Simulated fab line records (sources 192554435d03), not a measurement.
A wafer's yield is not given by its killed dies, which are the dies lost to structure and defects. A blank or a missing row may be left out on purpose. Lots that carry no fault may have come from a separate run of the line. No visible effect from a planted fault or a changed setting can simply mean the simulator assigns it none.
Matching of chambers / flow n5-finfet / N5_BEOL_M3_ETCH_70 on rie-diel-02: 4 sister chambers
The step etches SOC in N2/H2, target depth 80 nm, overetch 16 nm, time 120 s. 4 wafers are shown with their chamber, then 10 later ones without.

## WAFERS WITH THEIR CHAMBER
wafer=L090.2; chamber=0; showerhead-plenum-p-Torr (Torr)=2.54
wafer=L091.5; chamber=1; showerhead-plenum-p-Torr (Torr)=2.63
wafer=L088.1; chamber=2; showerhead-plenum-p-Torr (Torr)=2.51
wafer=L088.3; chamber=3; showerhead-plenum-p-Torr (Torr)=2.45

## WAFERS WITH NO CHAMBER GIVEN
wafer=L088.5; showerhead-plenum-p-Torr (Torr)=2.54
wafer=L092.1; showerhead-plenum-p-Torr (Torr)=2.63
wafer=L092.2; showerhead-plenum-p-Torr (Torr)=2.51
wafer=L092.3; showerhead-plenum-p-Torr (Torr)=2.54
wafer=L094.2; showerhead-plenum-p-Torr (Torr)=2.53
wafer=L094.3; showerhead-plenum-p-Torr (Torr)=2.62
wafer=L094.4; showerhead-plenum-p-Torr (Torr)=2.44
wafer=L095.3; showerhead-plenum-p-Torr (Torr)=2.44
wafer=L095.4; showerhead-plenum-p-Torr (Torr)=2.62
wafer=L095.5; showerhead-plenum-p-Torr (Torr)=2.44

## EACH ONE'S CHAMBER
wafer=L088.5; from the rows above=0; in truth=0
wafer=L092.1; from the rows above=1; in truth=1
wafer=L092.2; from the rows above=2; in truth=2
wafer=L092.3; from the rows above=0; in truth=0
wafer=L094.2; from the rows above=can't be placed: 0 or 2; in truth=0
wafer=L094.3; from the rows above=1; in truth=1
wafer=L094.4; from the rows above=3; in truth=3
wafer=L095.3; from the rows above=3; in truth=3
wafer=L095.4; from the rows above=1; in truth=1
wafer=L095.5; from the rows above=3; in truth=3
Correct placement for 9 of the 10. From these rows, 1 cannot be placed; in 1 the true chamber is one of the candidates. Number placed wrongly: 0.
How it was worked out, from the rows above alone: a wafer's distance from a chamber is the root of the sum, over the readings, of the square of ((its reading less the chamber's mean) divided by the reading's scatter). If the next closest chamber is less than 2 further off than the closest, the wafer can't be placed; otherwise it belongs to the closest. The mean given for a chamber averages the wafers shown for that chamber. The scatter: with one shown wafer a chamber, the root of the mean of the squares of how far each hidden wafer lies from its nearest shown one.
